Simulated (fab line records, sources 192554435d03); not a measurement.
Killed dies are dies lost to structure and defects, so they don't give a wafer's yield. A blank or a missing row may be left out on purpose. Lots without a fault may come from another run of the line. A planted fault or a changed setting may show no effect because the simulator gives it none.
Which tool did it? | flow n5_finfet | 10 lots, 30 wafers sampled, at 5 steps of a route of 1938

WHAT THE GAUGES READ, wafer by wafer
N5_BEOL_M4_RC_MEAS_101.
lot  | measured     | on        | DIBL_N (mV/V)  | DIBL_P (mV/V)  | IOFF_N (nA/um)    | IOFF_P (nA/um) | ION_N (uA/um) | ION_P (uA/um) | SS_N (mV/dec)  | SS_P (mV/dec)  | VT_N (mV)         | VT_P (mV)
L913 | day 8 02:21  | prober-01 | 37.2 36.6 35.3 | 38.5 37.3 36.4 | 0.169 0.150 0.137 | 0.23 0.21 0.20 | 681 676 661   | 466 467 457   | 71.4 71.6 71.5 | 72.8 72.7 73.0 | 246.2 249.8 251.9 | -249 -251 -252
L916 | day 9 23:38  | prober-01 | 36.5 37.5 36.6 | 35.2 37.4 34.6 | 0.145 0.176 0.138 | 0.20 0.24 0.19 | 677 690 674   | 465 477 460   | 71.7 71.7 71.2 | 73.1 73.4 73.4 | 253.5 246.0 252.7 | -251 -247 -251
L918 | day 10 15:31 | prober-02 | 37.3 37.8 36.0 | 37.8 38.3 35.7 | 0.178 0.186 0.139 | 0.22 0.24 0.19 | 683 679 670   | 471 472 463   | 72.2 72.5 71.3 | 72.9 73.4 72.7 | 244.7 248.3 251.5 | -250 -250 -252
L922 | day 10 16:16 | prober-01 | 34.2 34.5 35.3 | 35.7 36.1 37.5 | 0.151 0.159 0.177 | 0.23 0.23 0.26 | 686 670 692   | 468 470 475   | 71.2 71.8 71.6 | 72.6 72.4 72.8 | 248.1 245.6 247.1 | -247 -248 -246
L926 | day 11 12:14 | prober-01 | 34.5 34.2 33.8 | 34.8 34.3 34.0 | 0.155 0.146 0.141 | 0.19 0.18 0.17 | 679 681 670   | 468 459 459   | 71.6 70.7 71.5 | 73.8 72.8 72.9 | 249.4 247.7 248.8 | -252 -255 -256
L927 | day 12 12:53 | prober-02 | 37.1 36.4 34.7 | 37.0 36.4 34.0 | 0.156 0.154 0.120 | 0.22 0.21 0.18 | 666 671 660   | 459 457 453   | 71.4 72.1 70.6 | 74.0 73.0 73.4 | 250.1 252.0 254.0 | -249 -251 -253
L930 | day 13 11:38 | prober-02 | 35.0 35.3 34.5 | 35.0 35.0 33.3 | 0.143 0.149 0.137 | 0.25 0.23 0.21 | 674 677 687   | 464 472 473   | 72.2 71.7 71.4 | 73.6 73.6 73.2 | 251.8 252.1 250.9 | -248 -247 -248
L932 | day 13 12:34 | prober-02 | 35.0 35.4 34.6 | 35.5 36.4 35.6 | 0.126 0.127 0.115 | 0.18 0.19 0.18 | 653 661 658   | 459 460 459   | 70.5 71.3 70.8 | 72.8 73.2 73.1 | 254.0 254.7 254.7 | -251 -251 -252
L933 | day 13 20:59 | prober-02 | 38.3 37.7 38.1 | 38.4 38.6 38.6 | 0.206 0.195 0.199 | 0.26 0.26 0.26 | 675 675 692   | 463 467 474   | 72.1 72.2 71.5 | 74.6 73.5 73.9 | 247.8 247.5 244.4 | -247 -249 -245
L934 | day 14 03:20 | prober-02 | 37.2 37.1 35.9 | 37.3 36.7 34.6 | 0.186 0.174 0.154 | 0.26 0.25 0.22 | 691 683 689   | 481 473 474   | 71.4 71.6 70.7 | 74.0 74.1 73.9 | 247.1 249.6 253.2 | -246 -247 -250

WHICH TOOL RAN EACH LOT (tool, then ch and the chambers of the sampled wafers, then the start)
lot  | N5_BEOL_M4_ALD_84                   | N5_BEOL_M4_SURFACE_TREAT_85  | N5_BEOL_M4_ANNEAL_82         | N5_BEOL_M4_ANNEAL_87
L913 | ald_metal-04 ch 0,2,3, day 7 22:54  | pvd_sputter-01, day 7 23:12  | pvd_sputter-01, day 7 23:56  | pvd_sputter-01, day 8 00:10
L916 | ald_metal-03 ch 0,1,3, day 9 19:43  | pvd_sputter-01, day 9 20:05  | pvd_sputter-01, day 9 21:07  | pvd_sputter-01, day 9 21:20
L918 | ald_metal-04 ch 0,3, day 10 11:50   | pvd_sputter-02, day 10 12:08 | pvd_sputter-03, day 10 13:01 | pvd_sputter-03, day 10 13:14
L922 | ald_metal-02 ch 1,3, day 10 11:57   | pvd_sputter-03, day 10 12:17 | pvd_sputter-02, day 10 13:08 | pvd_sputter-02, day 10 13:21
L926 | ald_metal-02 ch 1,2, day 11 07:46   | pvd_sputter-02, day 11 08:04 | pvd_sputter-03, day 11 09:28 | pvd_sputter-03, day 11 09:41
L927 | ald_metal-04 ch 0,1,3, day 12 08:57 | pvd_sputter-01, day 12 09:16 | pvd_sputter-01, day 12 10:05 | pvd_sputter-01, day 12 10:19
L930 | ald_metal-03 ch 2,3, day 13 08:17   | pvd_sputter-01, day 13 08:34 | pvd_sputter-01, day 13 09:18 | pvd_sputter-01, day 13 09:31
L932 | ald_metal-02 ch 0,3, day 13 08:49   | pvd_sputter-03, day 13 09:16 | pvd_sputter-03, day 13 10:04 | pvd_sputter-03, day 13 10:17
L933 | ald_metal-02 ch 0,1, day 13 17:25   | pvd_sputter-01, day 13 17:42 | pvd_sputter-03, day 13 18:38 | pvd_sputter-03, day 13 18:52
L934 | ald_metal-03 ch 1,2, day 13 23:18   | pvd_sputter-03, day 13 23:40 | pvd_sputter-03, day 14 00:40 | pvd_sputter-03, day 14 00:53
- N5_BEOL_M4_ALD_84: deposits TaN, pulse time 2 s, purge time 3 s, co reactant purge time 2 s.
- N5_BEOL_M4_SURFACE_TREAT_85
- N5_BEOL_M4_ANNEAL_82: time 240 s.
- N5_BEOL_M4_ANNEAL_87: time 240 s.

WHAT THE TOOLS THEMSELVES READ (means of the sampled wafers that have a number; where no wafer has one, the mark that the record gives instead)
N5_BEOL_M4_ALD_84.
lot  | tool         | heater_power_w (W) | precursor_vessel_pressure_torr (Torr)
L913 | ald_metal-04 | 414                | 26.27
L916 | ald_metal-03 | 412                | 26.20
L918 | ald_metal-04 | 373                | 26.24
L922 | ald_metal-02 | 408                | 26.27
L926 | ald_metal-02 | 397                | 26.24
L927 | ald_metal-04 | 401                | 26.26
L930 | ald_metal-03 | 427                | 26.25
L932 | ald_metal-02 | 394                | 26.31
L933 | ald_metal-02 | 361                | 26.27
L934 | ald_metal-03 | 433                | 26.26

N5_BEOL_M4_ANNEAL_82.
lot  | tool           | heater_power_w (W) | susceptor_temp_C (C)
L913 | pvd_sputter-01 | 669                | 400.37
L916 | pvd_sputter-01 | 715                | 399.72
L918 | pvd_sputter-03 | 810                | 400.14
L922 | pvd_sputter-02 | 774                | 399.95
L926 | pvd_sputter-03 | 752                | 400.19
L927 | pvd_sputter-01 | 711                | 399.97
L930 | pvd_sputter-01 | 722                | 399.88
L932 | pvd_sputter-03 | 833                | 399.95
L933 | pvd_sputter-03 | 777                | 399.72
L934 | pvd_sputter-03 | 791                | 400.27

N5_BEOL_M4_ANNEAL_87.
lot  | tool           | heater_power_w (W) | susceptor_temp_C (C)
L913 | pvd_sputter-01 | 666                | 400.03
L916 | pvd_sputter-01 | -                  | -
L918 | pvd_sputter-03 | -                  | -
L922 | pvd_sputter-02 | -                  | -
L926 | pvd_sputter-03 | 745                | 399.88
L927 | pvd_sputter-01 | 698                | 399.93
L930 | pvd_sputter-01 | 727                | 400.09
L932 | pvd_sputter-03 | 830                | 399.92
L933 | pvd_sputter-03 | 786                | 400.18
L934 | pvd_sputter-03 | 788                | 400.23

THE ANSWER, worked out from the rows above alone
Rule: what is usual is taken from the lots themselves. Put in order of their means at a reading, lots are off if they are a third of the lots or fewer, leave a main group of 4 or more, and stand apart from it by a gap of 3 or more times the standard deviation of the main group's means; of several such gaps the widest counts. A main group whose means are all the same, to the digits that the tables above print for the reading, isn't used. A lot without any number at a reading at which 4 lots or more have one is off too. The other lots that the step has rows for count as sound. The gauges are gone through in route order, then the tools' own readings, and for those a lot's mean is taken as printed above. The first step at which some lot is off is used, and at that step the reading that is off furthest; a lot without a number counts as furthest.
Off: L916, L918, L922, at N5_BEOL_M4_ANNEAL_87 (heater_power_w). Without a number there: L916, L918, L922. The main group: mean 749 W, standard deviation 53.
A tool fits if, at that step or a process step before it, it ran every lot that is off, and no sound lot after the first of them. None of those tried fits.

WHAT THE SIMULATOR HAD PUT IN
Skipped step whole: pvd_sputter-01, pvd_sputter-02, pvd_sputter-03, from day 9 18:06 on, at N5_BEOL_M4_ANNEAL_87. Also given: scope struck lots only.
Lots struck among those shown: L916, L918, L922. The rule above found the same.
